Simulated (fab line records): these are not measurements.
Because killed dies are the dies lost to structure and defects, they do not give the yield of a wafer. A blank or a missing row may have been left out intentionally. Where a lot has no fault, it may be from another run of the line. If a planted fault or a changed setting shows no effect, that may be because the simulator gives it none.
Matching of chambers -- flow n5-finfet -- 4 sister chambers for N5_MOL_CONTACT_COAG_ETCH_90 on rie-diel-01
The step etches SiARC in CF4, target depth 13 nm, time 21.7 s. 8 wafers are shown with their chamber, then 7 later ones without.

== WAFERS PAIRED WITH THEIR CHAMBERS ==
wafer,chamber,showerhead-plenum-p-Torr (Torr),throttle-valve-pct (%)
L081.6,3,2.13,15.36
L082.3,1,2.12,15.90
L082.6,3,2.13,15.36
L083.1,0,2.26,15.46
L083.2,1,2.12,15.92
L083.5,2,2.14,15.48
L085.2,0,2.26,15.48
L085.3,2,2.13,15.49

== WAFERS MISSING THEIR CHAMBER ==
wafer,showerhead-plenum-p-Torr (Torr),throttle-valve-pct (%)
L085.6,2.26,15.45
L095.1,2.12,15.42
L095.3,2.25,15.52
L095.6,2.25,15.52
L096.1,2.12,15.42
L096.5,2.25,15.53
L096.6,2.12,15.56

== WHICH CHAMBER EACH WENT THROUGH ==
wafer,from the rows above,in truth
L085.6,0,0
L095.1,can't be placed: 3 or 2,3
L095.3,0,0
L095.6,0,0
L096.1,can't be placed: 3 or 2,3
L096.5,0,0
L096.6,2,2
Correct placement for 5 of the 7. Not placeable from these rows: 2 (in 2, the candidates include the true chamber). Wrongly placed: 0.
How it was worked out, from the rows above alone: a wafer's distance from a chamber is the root of the sum, over the readings, of the square of ((its reading less the chamber's mean) divided by the reading's scatter). The wafer belongs to the nearest chamber; if the next one is less than 2 further off, it can't be placed. The mean given for a chamber averages the wafers shown for that chamber. The scatter: the root of (the sum of the squares of (reading less its chamber's mean) over the shown wafers, divided by (wafers less chambers)).
